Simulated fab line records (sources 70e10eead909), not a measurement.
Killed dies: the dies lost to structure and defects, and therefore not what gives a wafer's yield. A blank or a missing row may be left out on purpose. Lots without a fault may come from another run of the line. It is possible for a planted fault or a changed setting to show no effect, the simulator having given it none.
fab line records	flow nandHarc	part 1 of 2: steps 1 to 27 of 41
record lots=5	wafers=15	lastDay=32
route steps=1302 shown A_BLC@1132 A_M0@1137 A_M1@1169
lots that met no fault: taken from a fault-free run of the same line
startH: the number of hours between the record's first day and the start of the first shown wafer of the lot	waitH: hours since the lot's step before	" unchanged from the row above	L1.1+2: several wafers, shown together as one row	- no value present, or no start provided	* or withheld: withheld	< > ~ a bound
route shown NAME@n: NAME is a module with steps in the file, n the number in the route of the first one	usual: the fault-free wafers' mean and standard deviation	same: alike in all rows	chamber/n: place in a boat	sites: per-site readings	_std_site: the standard deviation of these	_edge_site: inner sites' mean taken away from outer sites' mean	radiusMm: how far each site lies from the wafer's centre	mask NAME#n: copy n	behind: the tool/chamber that last shaped the wafer	hold: cause of the lot's hold/its duration in hours/its outcome	device: the transistor (n, p or np) that didn't switch	end of line: the tests these same wafers got at the end of their route	for a step that has no rows: nothing shown but its recipe	killed: count of dies lost to structure and defects at first sort (not the wafer's yield)	map: per-die view of a wafer (x killed, . not killed, _ where there is no die)
set.NAME: the setting that was run; set.NAME@STEP: the one run at that earlier step	model.NAME: the simulator's own value behind a step, which no gauge read
lots seen at some steps along the route; tables by step, rows by wafer
services: a tool's chamber out of use, with start hour (startH, from the record's first day; less than 0 if before it), hours out, and reason
## steps
# step NHARC_A_BLC_CVD_24
# recipe targetThkA=1500	tempC=300	pressureTorr=40	wf6FlowSccm=40	h2FlowSccm=1600	arFlowSccm=1560	timeS=434	material=W
# usual heaterPowerW=417/31	throttleValvePct=8.01/0.24
lot.wafer	tool	chamber	startH	waitH	heaterPowerW	throttleValvePct
L075.4	cvdW-02	1	-	-	437	8.01
L075.3	"	0	"	"	449	8.09
L075.6	"	0	"	"	451	7.72
L081.1	cvdW-01	0	-	-	383	7.45
L081.6	"	0	"	"	391	7.74
L081.5	"	1	"	"	400	7.86
L088.1	cvdW-02	1	-	-	430	8.40
L088.4	"	1	"	"	452	8.30
L088.6	"	0	"	"	459	7.81
L092.3	cvdW-02	0	-	-	457	8.14
L092.5	"	0	"	"	464	7.95
L092.6	"	1	"	"	430	8.32
L091.1	cvdW-02	1	-	-	440	8.11
L091.3	"	0	"	"	468	7.93
L091.5	"	0	"	"	467	7.77
# step NHARC_A_BLC_CMP_25
# recipe tOverpolishS=30	targetThkNm=150
# usual edgeZonePressureFrac=1.001/0.0047	motorCurrentA=12.2/1.4	overpolishRunS=30.001/0.0092	timeToEndpointS=29.9/2.5
lot.wafer	tool	chamber	startH	waitH	edgeZonePressureFrac	motorCurrentA	overpolishRunS	timeToEndpointS
L075.4	cmp-02	0	530.37	0.3	0.995	12.9	30.013	28.6
L075.3	"	2	"	"	1.004	11.7	29.998	31.8
L075.6	"	0	"	"	0.999	13.3	29.995	30.8
L081.1	cmp-01	3	588.43	0.5	0.997	14.9	29.995	34.8
L081.6	"	0	"	"	0.994	12.8	30.004	34.3
L081.5	"	1	"	"	1.005	13.8	30.002	35.1
L088.4	cmp-02	1	669.93	0.3	1.004	12.2	29.995	28.2
L088.1	"	3	"	"	1.003	11.8	30.007	28.0
L088.6	"	0	"	"	1.004	14.2	30.009	31.0
L092.3	cmp-02	1	701.77	0.4	1.000	12.5	29.992	26.6
L092.6	"	3	"	"	0.996	12.3	30.013	28.6
L092.5	"	0	"	"	1.004	13.3	29.993	30.9
L091.3	cmp-03	1	710.13	0.3	0.997	11.2	29.998	24.9
L091.1	"	3	"	"	1.000	10.4	30.009	27.3
L091.5	"	0	"	"	1.001	10.9	29.996	27.2
# step NHARC_A_BLC_SRD_27
lot.wafer	tool	chamber	startH	waitH
L075.3+4+6	wetBench-03	3,6,0	530.66	0.0
L081.1+5+6	wetBench-06	2,3,4	588.69	0.1
L088.1+4+6	wetBench-03	7,0,1	670.23	0.0
L092.5+6+3	wetBench-03	2,3,6	702.04	0.0
L091.3+1+5	wetBench-06	0,3,4	710.42	0.0
# step NHARC_A_BLC_INSPECT_28
# usual rawDefectCount=513/150
lot.wafer	tool	chamber	startH	waitH	rawDefectCount
L075.3	defectInspect-02	-	530.75	0.1	678
L075.4	"	-	"	"	753
L075.6	"	-	"	"	954
L081.1	defectInspect-01	-	588.76	0.1	586
L081.5	"	-	"	"	642
L081.6	"	-	"	"	781
L088.1	defectInspect-01	-	670.30	0.1	323
L088.4	"	-	"	"	294
L088.6	"	-	"	"	317
L092.3	defectInspect-02	-	702.13	0.1	562
L092.5	"	-	"	"	460
L092.6	"	-	"	"	506
L091.1	defectInspect-01	-	710.51	0.1	327
L091.3	"	-	"	"	347
L091.5	"	-	"	"	322
# step NHARC_A_M0_DEP_00
# recipe targetThkA=1500	targetThkNm=150	tempC=withheld	pressureTorr=5	flowSccm=200	rfW=600	material=SiOC
lot.wafer	tool	chamber	startH	waitH
L075.3+4+6	pecvd-04	1,1,0	530.81	0.1
L081.1+6+5	pecvd-03	2,0,1	588.92	0.2
L088.1+4+6	pecvd-02	2,0,2	670.50	0.2
L092.3+5+6	pecvd-03	0,1,2	702.20	0.1
L091.1+3+5	pecvd-03	0,1,0	710.57	0.1
# step NHARC_A_M0_DEHYDRATE_01
# recipe tempC=150	timeS=120
lot.wafer	tool	chamber	startH	waitH
L075.3+4+6	lithoTrack-01	0	531.22	-
L081.1+5+6	lithoTrack-06	0	589.24	-
L088.1+4+6	lithoTrack-01	0	670.81	-
L092.3+5+6	lithoTrack-04	0	702.60	-
L091.1+3+5	lithoTrack-01	0	710.97	-
# step NHARC_A_M0_HMDS_02
# recipe timeS=30
lot.wafer	tool	chamber	startH	waitH
L075.3+4+6	lithoTrack-01	0	-	-
L081.1+5+6	lithoTrack-06	0	-	-
L088.1+4+6	lithoTrack-01	0	-	-
L092.3+5+6	lithoTrack-04	0	-	-
L091.1+3+5	lithoTrack-01	0	-	-
# step NHARC_A_M0_COAT_33
# recipe tempC=200	timeS=65
lot.wafer	tool	chamber	startH	waitH
L075.3+4+6	lithoTrack-01	0	-	-
L081.1+5+6	lithoTrack-06	0	-	-
L088.1+4+6	lithoTrack-01	0	-	-
L092.3+5+6	lithoTrack-04	0	-	-
L091.1+3+5	lithoTrack-01	0	-	-
# step NHARC_A_M0_COAT_03
# recipe spinRpm=1500	resistThkNm=90
lot.wafer	tool	chamber	startH	waitH
L075.3+4+6	lithoTrack-01	0	-	-
L081.1+5+6	lithoTrack-06	0	-	-
L088.1+4+6	lithoTrack-01	0	-	-
L092.3+5+6	lithoTrack-04	0	-	-
L091.1+3+5	lithoTrack-01	0	-	-
# step NHARC_A_M0_SOFTBAKE_04
# recipe tempC=105	timeS=55
lot.wafer	tool	chamber	startH	waitH
L075.3+4+6	lithoTrack-01	0	-	-
L081.1+5+6	lithoTrack-06	0	-	-
L088.1+4+6	lithoTrack-01	0	-	-
L092.3+5+6	lithoTrack-04	0	-	-
L091.1+3+5	lithoTrack-01	0	-	-
# step NHARC_A_M0_EBR_05
lot.wafer	tool	chamber	startH	waitH
L075.3+4+6	lithoTrack-01	0	-	-
L081.1+5+6	lithoTrack-06	0	-	-
L088.1+4+6	lithoTrack-01	0	-	-
L092.3+5+6	lithoTrack-04	0	-	-
L091.1+3+5	lithoTrack-01	0	-	-
# step NHARC_A_M0_EXPOSE_06
# recipe na=1.35	targetCdNm=80	doseMj=83.25	maskId=A_M0
# same na=1.35
lot.wafer	tool	chamber	startH	waitH	mask
L075.3+4+6	arfiScanner-01	0	531.52	-	A_M0#0
L081.1+5+6	arfiScanner-01	0	589.53	-	A_M0#0
L088.1+4+6	arfiScanner-01	0	671.10	-	A_M0#0
L092.3+5+6	arfiScanner-01	0	702.77	-	A_M0#0
L091.1+3+5	arfiScanner-03	0	711.26	-	A_M0#0
# step NHARC_A_M0_PEB_07
# recipe pebTempC=100	pebTimeS=65
lot.wafer	tool	chamber	startH	waitH
L075.3+4+6	lithoTrack-04	0	531.57	0.0
L081.1+5+6	lithoTrack-06	0	589.59	0.1
L088.1+4+6	lithoTrack-06	0	671.16	0.1
L092.3+5+6	lithoTrack-04	0	702.83	0.0
L091.1+3+5	lithoTrack-06	0	711.32	0.1
# step NHARC_A_M0_DEVELOP_08
# recipe developTimeS=35	devTempC=23
lot.wafer	tool	chamber	startH	waitH
L075.3+4+6	lithoTrack-04	0	-	-
L081.1+5+6	lithoTrack-06	0	-	-
L088.1+4+6	lithoTrack-06	0	-	-
L092.3+5+6	lithoTrack-04	0	-	-
L091.1+3+5	lithoTrack-06	0	-	-
# step NHARC_A_M0_CD_MEAS_09
# recipe targetCdNm=80	landingEnergyEv=500
# usual cdNm=80.1/0.61
lot.wafer	tool	chamber	startH	waitH	cdNm
L075.3	cdSem-01	0	531.65	-	79.8
L075.4	"	0	"	"	79.5
L075.6	"	0	"	"	79.6
L081.1	cdSem-02	0	589.67	-	80.6
L081.5	"	0	"	"	80.2
L081.6	"	0	"	"	81.1
L088.1	cdSem-01	0	671.24	-	80.1
L088.4	"	0	"	"	80.7
L088.6	"	0	"	"	81.0
L092.3	cdSem-01	0	702.91	-	80.3
L092.5	"	0	"	"	79.8
L092.6	"	0	"	"	79.3
L091.1	cdSem-01	0	711.40	-	80.6
L091.3	"	0	"	"	79.9
L091.5	"	0	"	"	79.2
# step NHARC_A_M0_OVL_MEAS_10
# recipe pitchNm=160
# usual overlayXNm=-0.2/0.85	overlayYNm=0.0/1
lot.wafer	tool	chamber	startH	waitH	overlayXNm	overlayYNm
L075.3	overlay-02	-	531.74	-	-1.9	-0.4
L075.4	"	-	"	"	-1.4	-0.3
L075.6	"	-	"	"	-1.4	-0.8
L081.1	overlay-01	-	589.76	-	0.7	-0.5
L081.5	"	-	"	"	1.3	0.1
L081.6	"	-	"	"	1.1	-0.8
L088.1	overlay-02	-	671.33	-	-0.3	-1.6
L088.4	"	-	"	"	-0.5	-2.0
L088.6	"	-	"	"	-0.7	-1.5
L092.3	overlay-02	-	702.99	-	-0.8	0.6
L092.5	"	-	"	"	-1.8	0.9
L092.6	"	-	"	"	-1.3	1.2
L091.1	overlay-01	-	711.49	-	0.3	0.3
L091.3	"	-	"	"	0.5	0.6
L091.5	"	-	"	"	0.3	1.2
# step NHARC_A_M0_INSPECT_11
# usual rawDefectCount=85/44
lot.wafer	tool	chamber	startH	waitH	rawDefectCount
L075.3	defectInspect-02	-	531.77	0.0	81
L075.4	"	-	"	"	76
L075.6	"	-	"	"	74
L081.1	defectInspect-02	-	589.79	0.0	80
L081.5	"	-	"	"	66
L081.6	"	-	"	"	63
L088.1	defectInspect-01	-	671.37	0.0	68
L088.4	"	-	"	"	59
L088.6	"	-	"	"	68
L092.3	defectInspect-02	-	703.03	0.0	155
L092.5	"	-	"	"	132
L092.6	"	-	"	"	155
L091.1	defectInspect-01	-	711.53	0.0	50
L091.3	"	-	"	"	33
L091.5	"	-	"	"	40
# step NHARC_A_M0_DESCUM_14
# recipe timeS=3	o2FlowSccm=200	arFlowSccm=0	biasPowerW=0	chemistry=O2
# usual chamberPressureMTorr=60.00/0.049	drypumpMotorCurrentA=6.1/0.52	oesProductAu=0.998/0.0082	rfVppV=57.7/0.87	showerheadPlenumPTorr=1.92/0.069	throttleValvePct=11.310/0.0091
# same biasPowerW=0
lot.wafer	tool	chamber	startH	waitH	chamberPressureMTorr	drypumpMotorCurrentA	oesProductAu	rfHoursCounterH	rfVppV	showerheadPlenumPTorr	throttleValvePct
L075.4	rieDiel-10	1	531.83	0.1	60.02	6.5	0.982	6.4	56.9	1.86	11.315
L075.3	"	0	"	"	60.08	6.7	0.998	6.0	57.4	1.93	11.303
L075.6	"	2	"	"	60.02	6.1	0.997	-	58.1	1.88	11.312
L081.1	rieDiel-11	3	589.86	0.1	59.91	6.5	1.005	8.2	59.2	1.92	11.310
L081.6	"	2	"	"	59.99	5.4	1.011	-	57.5	1.87	11.298
L081.5	"	3	"	"	60.01	6.4	1.009	-	56.9	1.92	11.305
L088.1	rieDiel-10	1	671.43	0.1	60.04	6.4	1.013	4.8	56.2	1.86	11.311
L088.4	"	0	"	"	59.98	6.7	0.991	5.3	57.3	1.93	11.305
L088.6	"	2	"	"	60.03	6.1	0.995	-	56.2	1.88	11.326
L092.3	rieDiel-11	3	703.09	0.1	60.07	6.4	0.990	4.3	56.9	1.92	11.302
L092.6	"	3	"	"	59.99	6.5	0.994	-	58.8	1.92	11.316
L092.5	"	0	"	"	60.02	6.6	1.002	-	57.8	2.04	11.310
L091.1	rieDiel-10	0	711.61	0.1	59.94	6.7	0.985	8.2	57.8	1.93	11.319
L091.3	"	1	"	"	60.04	6.5	1.011	7.5	56.7	1.86	11.304
L091.5	"	2	"	"	59.86	6.1	0.991	-	57.2	1.88	11.304
# step NHARC_A_M0_ETCH_34
# recipe targetDepthA=400	overetchA=120	timeS=43.94	ionEnergyEv=200	n2FlowSccm=150	h2FlowSccm=150	arFlowSccm=0	rfW=400	biasW=150	chemistry=N2/H2
# usual biasW=150.0/0.44	chamberPressureMTorr=30.001/0.028	drypumpMotorCurrentA=6.1/0.52	h2FlowSccm=150.0/0.42	oesProductAu=0.998/0.0089	rfVppV=430.6/2.3	showerheadPlenumPTorr=2.04/0.078	throttleValvePct=14.171/0.0084
lot.wafer	tool	chamber	startH	waitH	biasW	chamberPressureMTorr	drypumpMotorCurrentA	h2FlowSccm	oesProductAu	rfHoursCounterH	rfVppV	showerheadPlenumPTorr	throttleValvePct
L075.4	rieDiel-10	0	531.92	0.1	149.5	29.957	6.7	150.7	1.015	6.0	431.5	2.06	14.163
L075.3	"	1	"	"	149.7	29.968	6.4	150.0	0.998	6.4	429.3	1.98	14.179
L075.6	"	0	"	"	149.2	30.002	6.7	150.5	1.016	-	431.4	2.06	14.176
L081.1	rieDiel-11	3	589.95	0.1	149.6	29.966	6.4	149.0	1.007	8.2	430.0	2.04	14.172
L081.5	"	1	"	"	150.4	29.987	5.9	149.8	0.993	-	427.5	1.94	14.166
L081.6	"	2	"	"	150.4	30.052	5.5	150.0	0.993	-	428.5	1.99	14.170
L088.4	rieDiel-10	0	671.56	0.1	150.7	29.965	6.7	150.4	0.996	5.3	430.3	2.06	14.177
L088.1	"	1	"	"	149.7	30.000	6.5	150.0	0.999	4.8	428.8	1.98	14.174
L088.6	"	0	"	"	150.5	30.036	6.7	150.1	0.996	-	431.4	2.06	14.163
L092.3	rieDiel-11	0	703.18	0.1	149.5	30.030	6.6	150.3	1.007	4.0	433.8	2.18	14.184
L092.5	"	0	"	"	150.4	29.987	6.7	149.4	1.007	-	434.4	2.18	14.173
L092.6	"	1	"	"	149.1	30.029	5.9	149.4	1.000	-	427.0	1.93	14.166
L091.1	rieDiel-10	0	711.67	0.1	149.9	30.002	6.7	150.9	0.987	8.2	432.1	2.06	14.187
L091.3	"	2	"	"	150.3	29.986	6.1	150.2	0.977	6.3	430.6	2.00	14.174
L091.5	"	1	"	"	150.6	30.061	6.4	149.3	1.000	-	428.4	1.98	14.198
# step NHARC_A_M0_ETCH_15
# recipe targetDepthA=1500	overetchA=150	timeS=82.5	c4f8FlowSccm=withheld	arFlowSccm=400	rfW=600	biasW=300	chemistry=C4F8/Ar
# usual biasW=299.9/0.9	chamberPressureMTorr=24.995/0.025	oesProductAu=0.948/0.023	rfVppV=441.0/2.2
lot.wafer	tool	chamber	startH	waitH	biasW	chamberPressureMTorr	oesProductAu	rfHoursCounterH	rfVppV
L075.3	rieDiel-10	2	-	-	300.2	24.951	0.918	6.2	440.7
L075.4	"	3	"	"	299.4	24.989	0.926	6.1	442.1
L075.6	"	2	"	"	298.1	24.996	0.918	-	439.4
L081.1	rieDiel-11	1	-	-	298.3	25.005	0.929	8.0	438.7
L081.6	"	0	"	"	299.3	25.023	0.931	-	445.3
L081.5	"	1	"	"	298.5	25.007	0.917	-	437.8
L088.4	rieDiel-10	0	-	-	299.0	25.024	0.953	5.4	442.1
L088.1	"	2	"	"	300.2	25.018	0.925	4.5	438.7
L088.6	"	1	"	"	300.8	24.993	0.951	-	438.6
L092.3	rieDiel-11	1	-	-	300.1	25.010	0.963	4.8	438.3
L092.5	"	0	"	"	299.2	24.996	0.965	-	444.7
L092.6	"	1	"	"	301.4	24.970	0.969	-	438.2
L091.1	rieDiel-10	3	-	-	300.8	24.948	0.921	7.0	442.5
L091.3	"	0	"	"	299.7	25.024	0.937	8.3	442.3
L091.5	"	3	"	"	301.1	25.005	0.921	-	441.5
# step NHARC_A_M0_CD_MEAS_16
# usual cdNm=79.9/0.83
lot.wafer	tool	chamber	startH	waitH	cdNm
L075.3	cdSem-01	-	532.14	-	78.7
L075.4	"	-	"	"	79.7
L075.6	"	-	"	"	78.9
L081.1	cdSem-02	-	590.15	-	79.9
L081.5	"	-	"	"	79.3
L081.6	"	-	"	"	80.5
L088.1	cdSem-03	-	671.77	-	80.1
L088.4	"	-	"	"	80.2
L088.6	"	-	"	"	81.4
L092.3	cdSem-03	-	703.40	-	79.6
L092.5	"	-	"	"	79.8
L092.6	"	-	"	"	78.8
L091.1	cdSem-01	-	711.89	-	80.2
L091.3	"	-	"	"	81.1
L091.5	"	-	"	"	79.3
# step NHARC_A_M0_STRIP_18
# recipe powerW=1000	n2FlowSccm=150	h2FlowSccm=150	arFlowSccm=0	biasW=0	chemistry=N2/H2
# usual chamberPressureMTorr=30.002/0.027	drypumpMotorCurrentA=5.9/0.62	h2FlowSccm=150.0/0.41	oesProductAu=1.001/0.0081	powerW=1000/3.3	rfVppV=90.8/0.87	showerheadPlenumPTorr=2.05/0.072	throttleValvePct=14.172/0.0088
# same biasW=0
lot.wafer	tool	chamber	startH	waitH	chamberPressureMTorr	drypumpMotorCurrentA	h2FlowSccm	oesProductAu	powerW	rfHoursCounterH	rfVppV	showerheadPlenumPTorr	throttleValvePct
L075.4	rieDiel-11	1	532.21	0.1	30.015	5.8	149.8	0.988	1002	4.4	91.6	1.94	14.186
L075.3	"	2	"	"	29.977	5.5	149.3	1.005	997	4.5	91.5	2.00	14.169
L075.6	"	2	"	"	30.053	5.4	149.8	1.000	997	-	90.9	2.00	14.161
L081.1	rieDiel-11	3	590.30	0.2	29.995	6.4	149.9	1.016	994	8.3	89.7	2.04	14.165
L081.6	"	0	"	"	29.967	6.7	149.9	1.003	996	-	91.6	2.18	14.174
L081.5	"	1	"	"	30.043	5.9	149.4	0.991	997	-	90.8	1.94	14.171
L088.1	rieDiel-11	3	671.86	0.1	29.992	6.4	150.0	1.004	1004	3.1	90.3	2.04	14.165
L088.4	"	1	"	"	30.047	5.9	150.0	0.992	1007	3.7	91.5	1.93	14.173
L088.6	"	3	"	"	30.023	6.4	150.5	0.999	996	-	91.2	2.04	14.173
L092.3	rieDiel-12	0	703.49	0.1	29.987	5.5	150.2	1.012	997	4.2	92.8	2.18	14.175
L092.6	"	3	"	"	30.039	5.1	150.4	1.012	1002	-	91.8	2.01	14.171
L092.5	"	0	"	"	29.997	5.5	150.4	1.019	1001	-	89.4	2.18	14.174
L091.3	rieDiel-11	3	711.99	0.1	30.001	6.4	149.7	0.991	999	4.7	89.7	2.04	14.165
L091.1	"	1	"	"	29.996	5.9	150.1	0.987	996	5.0	90.2	1.93	14.187
L091.5	"	3	"	"	30.004	6.4	150.1	0.993	1000	-	89.8	2.04	14.164
# step NHARC_A_M0_STRIP_19
# recipe timeS=600	tempC=30	chemistry=postEtchResidueRemover
lot.wafer	tool	chamber	startH	waitH
L075.4+6+3	wetBench-07	4,7,0	532.49	-
L081.6+1+5	wetBench-07	3,4,5	590.53	-
L088.6+1+4	wetBench-04	4,0,1	672.13	-
L092.5+6+3	wetBench-07	0,1,2	703.74	-
L091.1+5+3	wetBench-07	2,4,5	712.25	-
# step NHARC_A_M0_DEGAS_28
# recipe tempC=250	timeS=60
# usual heaterPowerW=327/24
lot.wafer	tool	chamber	startH	waitH	heaterPowerW
L075.3	pvdSputter-02	-	532.75	-	340
L075.4	"	-	"	"	341
L075.6	"	-	"	"	321
L081.1	pvdSputter-03	-	590.79	-	286
L081.5	"	-	"	"	302
L081.6	"	-	"	"	290
L088.1	pvdSputter-01	-	672.41	-	339
L088.4	"	-	"	"	354
L088.6	"	-	"	"	337
L092.3	pvdSputter-02	-	704.02	-	356
L092.6	"	-	"	"	320
L092.5	"	-	"	"	357
L091.1	pvdSputter-01	-	712.51	-	338
L091.3	"	-	"	"	333
L091.5	"	-	"	"	347
# step NHARC_A_M0_PRE_CLEAN_29
# recipe timeS=30	tempC=280	gas=H2/He
# usual heaterPowerW=400/32
lot.wafer	tool	chamber	startH	waitH	heaterPowerW
L075.3	pvdSputter-02	-	-	-	333
L075.4	"	-	"	"	402
L075.6	"	-	"	"	335
L081.1	pvdSputter-03	-	-	-	375
L081.5	"	-	"	"	404
L081.6	"	-	"	"	452
L088.4	pvdSputter-01	-	-	-	420
L088.1	"	-	"	"	424
L088.6	"	-	"	"	417
L092.3	pvdSputter-02	-	-	-	404
L092.6	"	-	"	"	389
L092.5	"	-	"	"	309
L091.3	pvdSputter-01	-	-	-	419
L091.1	"	-	"	"	413
L091.5	"	-	"	"	413
# step NHARC_A_M0_PVD_20
# recipe targetThkA=50	biasV=168.6	powerW=15000	chamberPressurePa=0.12	timeS=8.06	substrateTempC=50	material=TaN
# usual throttleValvePct=30.0/0.94
lot.wafer	tool	chamber	startH	waitH	throttleValvePct
L075.4	pvdSputter-02	-	-	-	29.3
L075.3	"	-	"	"	28.0
L075.6	"	-	"	"	29.4
L081.1	pvdSputter-03	-	-	-	28.8
L081.6	"	-	"	"	30.9
L081.5	"	-	"	"	29.8
L088.4	pvdSputter-01	-	-	-	30.7
L088.1	"	-	"	"	30.4
L088.6	"	-	"	"	30.8
L092.3	pvdSputter-02	-	-	-	29.4
L092.5	"	-	"	"	29.7
L092.6	"	-	"	"	29.2
L091.3	pvdSputter-01	-	-	-	30.9
L091.1	"	-	"	"	30.3
L091.5	"	-	"	"	30.5
# step NHARC_A_M0_PVD_21
# recipe targetThkA=300	chamberPressurePa=5	powerW=5000	substrateTempC=30	timeS=20.49	material=Cu
# usual throttleValvePct=30.1/0.95
lot.wafer	tool	chamber	startH	waitH	throttleValvePct
L075.3	pvdSputter-02	-	-	-	29.2
L075.4	"	-	"	"	27.8
L075.6	"	-	"	"	29.1
L081.1	pvdSputter-03	-	-	-	29.7
L081.5	"	-	"	"	30.8
L081.6	"	-	"	"	30.9
L088.1	pvdSputter-01	-	-	-	30.2
L088.4	"	-	"	"	30.7
L088.6	"	-	"	"	30.6
L092.3	pvdSputter-02	-	-	-	29.5
L092.6	"	-	"	"	29.2
L092.5	"	-	"	"	29.3
L091.1	pvdSputter-01	-	-	-	30.3
L091.3	"	-	"	"	30.5
L091.5	"	-	"	"	30.4
